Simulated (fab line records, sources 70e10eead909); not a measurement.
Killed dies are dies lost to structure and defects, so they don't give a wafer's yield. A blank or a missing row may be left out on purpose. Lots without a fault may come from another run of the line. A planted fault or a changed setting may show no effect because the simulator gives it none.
Chamber matching | flow nand_harc | NHARC_THIN_TSV_DESCUM_35 on rie_diel-08: 4 sister chambers
The step chemistry O2, time 3 s. 14 wafers are shown with their chamber, then 7 later ones without.

WAFERS WITH THEIR CHAMBER
wafer  | chamber | drypump_motor_current_A (A) | showerhead_plenum_p_Torr (Torr) | oes_product_au (a.u.)
L868.1 | 0       | 6.4                         | 1.91                            | 1.005
L868.2 | 3       | 5.8                         | 1.89                            | 1.012
L868.6 | 2       | 5.6                         | 2.00                            | 0.983
L873.4 | 3       | 5.7                         | 1.89                            | 1.015
L873.5 | 1       | 5.0                         | 1.88                            | 1.006
L873.6 | 2       | 5.6                         | 2.00                            | 0.992
L885.1 | 2       | 5.6                         | 1.99                            | 0.979
L885.3 | 3       | 5.7                         | 1.88                            | 1.019
L885.5 | 3       | 5.8                         | 1.88                            | 1.011
L886.2 | 0       | 6.4                         | 1.91                            | 0.996
L886.3 | 1       | 5.0                         | 1.88                            | 0.995
L886.6 | 0       | 6.4                         | 1.91                            | 0.994
L887.2 | 2       | 5.6                         | 1.99                            | 0.984
L887.4 | 0       | 6.4                         | 1.91                            | 0.994

SIGNATURES (means of the wafers above)
reading                  | chamber 0 | chamber 1 | chamber 2 | chamber 3 | scatter within a chamber
drypump_motor_current_A  | 6.400     | 5.000     | 5.600     | 5.750     | 0.0316
showerhead_plenum_p_Torr | 1.9100    | 1.8800    | 1.9950    | 1.8850    | 0.00447
oes_product_au           | 0.99725   | 1.00050   | 0.98450   | 1.01425   | 0.00521
Rule: a wafer's distance from a chamber is the root of the sum, over the readings, of the square of ((its reading less the chamber's mean) divided by the reading's scatter). The wafer belongs to the nearest chamber; if the next one is less than 2 further off, it can't be placed. The scatter: the root of (the sum of the squares of (reading less its chamber's mean) over the shown wafers, divided by (wafers less chambers)).

WAFERS WITHOUT THEIR CHAMBER
wafer  | drypump_motor_current_A (A) | showerhead_plenum_p_Torr (Torr) | oes_product_au (a.u.)
L887.5 | 6.4                         | 1.91                            | 0.994
L888.1 | 5.0                         | 1.88                            | 0.997
L888.4 | 6.4                         | 1.91                            | 1.003
L888.5 | 5.6                         | 1.99                            | 0.980
L890.1 | 5.6                         | 1.99                            | 0.991
L890.2 | 5.8                         | 1.88                            | 1.009
L890.3 | 5.0                         | 1.88                            | 0.994

WHICH CHAMBER EACH WENT THROUGH
wafer  | from the rows above | in truth
L887.5 | 0                   | 0
L888.1 | 1                   | 1
L888.4 | 0                   | 0
L888.5 | 2                   | 2
L890.1 | 2                   | 2
L890.2 | 3                   | 3
L890.3 | 1                   | 1
Placed correctly: 7 of 7. Can't be placed from these rows: 0. Placed wrongly: 0.
